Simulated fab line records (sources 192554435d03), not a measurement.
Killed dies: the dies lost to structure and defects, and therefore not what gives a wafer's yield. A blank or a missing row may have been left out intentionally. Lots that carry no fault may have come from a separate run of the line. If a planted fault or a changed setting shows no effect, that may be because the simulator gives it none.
Struck lot and sound lot, side by side :: flow n5_finfet :: 16 steps out of a route of 1938
Sound: these wafers, L165.3, L165.4, L165.5. Struck: wafer L175.6. (L175.2, L175.3 of the same lot were not struck and are left out.) The cause comes at the end.
At each step with rows: each side's tool, then ch and its chambers, then its first start. Under that, the readings that differ: sound wafers :: struck wafers :: difference of the means :: sigmas: that difference in standard deviations of wafers without a fault.
alike: readings with means less than 2 such deviations apart, plus words and numbers identical on both sides. not compared: withheld readings, readings lacking a value on some wafer, bounds such as >300 that could conceal the same value, and numbers that have no deviation in the record and whose values overlap.
The two part at a step that has a row with sigmas, a row that says differs or no value, or rows on one side only. Non-overlapping numbers with no deviation appear without sigmas and do not part them. A reading missing from all wafers of one side parts the sides only when that side holds two or more wafers.

first, 7 steps without rows for these wafers: N5_SDB_COAT_04 (time 60 s, resist thk 18 nm); N5_SDB_COAT_05 (resist thk 90 nm); N5_SDB_EBR_07; N5_SDB_SOFTBAKE_06 (time 60 s); N5_SDB_EXPOSE_08 (exposes mask SDB); N5_SDB_PEB_09 (peb time 60 s); N5_SDB_DEVELOP_10 (develop time 30 s).
N5_SDB_CD_MEAS_11: the cd target is 50 nm.
  sound on cd_sem-01 ch 0, day 3 23:51; struck on cd_sem-03 ch 0, day 6 14:17
reading: cd_nm (nm)
sound: 51.3 50.4 49.8
struck: 53.6
difference: +3.1
sigmas: +3
N5_SDB_OVL_MEAS_12:
  sound on overlay-02 ch 0, day 3 23:52; struck on overlay-01 ch 0, day 6 14:19
  alike: SDB_OVL
N5_SDB_INSPECT_13: inspects for defects (brightfield).
  sound: defect_inspect-02 at day 3 23:54; struck: defect_inspect-01 at day 6 14:20
  alike: raw_defect_count
N5_SDB_DESCUM_16: chemistry O2, time 7.9 s.
  sound on rie_diel-01 ch 1,2, day 3 23:56; struck on rie_diel-04 ch 2, day 6 14:22
reading: rf_fwd_power_W (W)
sound: 49.70 49.58 49.77
struck: 49.08
difference: -0.60
sigmas: -3
  alike: drypump_motor_current_A, oes_product_au, rf_vpp_V, showerhead_plenum_p_Torr, throttle_valve_pct
  not compared: rf_hours_counter_h
N5_SDB_ETCH_17: etches SiARC in CF4, target depth 23.4 nm, time 39 s.
  sound on rie_diel-01 ch 1,2, day 3 23:58; struck on rie_diel-04 ch 2, day 6 14:25
  alike: drypump_motor_current_A, etch_rf_on_time_s, oes_product_au, rf_fwd_power_W, rf_vpp_V, showerhead_plenum_p_Torr, throttle_valve_pct
  not compared: rf_hours_counter_h
N5_SDB_ETCH_18: etches SOC in N2/H2, target depth 100 nm, overetch 20 nm, time 150 s.
  sound on rie_diel-01 ch 1,2, day 4 00:00; struck on rie_diel-04 ch 2, day 6 14:26
reading: throttle_valve_pct (%)
sound: 17.96 17.92 17.92
struck: 17.39
difference: -0.54
sigmas: -2

reading: model.SiARC_of_SDB_COAT_04.thk_nm (nm)
sound: 12.8 12.8 12.8
struck: 9.6
difference: -3.2
sigmas: 
  alike: drypump_motor_current_A, oes_product_au, rf_fwd_power_W, rf_vpp_V, showerhead_plenum_p_Torr
  not compared: rf_hours_counter_h
then, 1 step without rows for these wafers: N5_SDB_STRIP_19 (strips in N2/H2).
-- the record jumps here: 6 days lie between the struck wafers' starts before and after (it left off in module SDB and takes up again in module BEOL_M4, whose first step shown is number 1111 of the route) --
N5_BEOL_M4_RC_MEAS_101:
  sound on prober-02 ch 0, day 8 17:40; struck on prober-02 ch 0, day 12 10:42
reading: DIBL_N (mV/V)
sound: 37.7 38.9 40.3
struck: 34.6
difference: -4.4
sigmas: -2

reading: DIBL_P (mV/V)
sound: 37.4 38.7 40.3
struck: 33.8
difference: -5.0
sigmas: -2

reading: IOFF_N (nA/um)
sound: 0.18 0.19 0.22
struck: 0.11
difference: -0.09
sigmas: -3

reading: IOFF_P (nA/um)
sound: 0.21 0.24 0.27
struck: 0.15
difference: -0.09
sigmas: -2

reading: ION_N (uA/um)
sound: 683 687 683
struck: 647
difference: -37
sigmas: -3

reading: ION_P (uA/um)
sound: 463 468 464
struck: 441
difference: -24
sigmas: -3

reading: SS_P (mV/dec)
sound: 73.3 74.2 74.4
struck: 72.4
difference: -1.6
sigmas: -2

reading: VT_N (mV)
sound: 244 247 244
struck: 257
difference: +12
sigmas: +3

reading: VT_P (mV)
sound: -250 -246 -245
struck: -256
difference: -9
sigmas: -3
  alike: SS_N
next, for these wafers, 1 step has no rows: N5_PASSIVATION_PROBE_49.

== WHERE THEY PART ==
First at N5_SDB_CD_MEAS_11; last, within this record, at N5_BEOL_M4_RC_MEAS_101.

WHY: the cause the simulator had injected
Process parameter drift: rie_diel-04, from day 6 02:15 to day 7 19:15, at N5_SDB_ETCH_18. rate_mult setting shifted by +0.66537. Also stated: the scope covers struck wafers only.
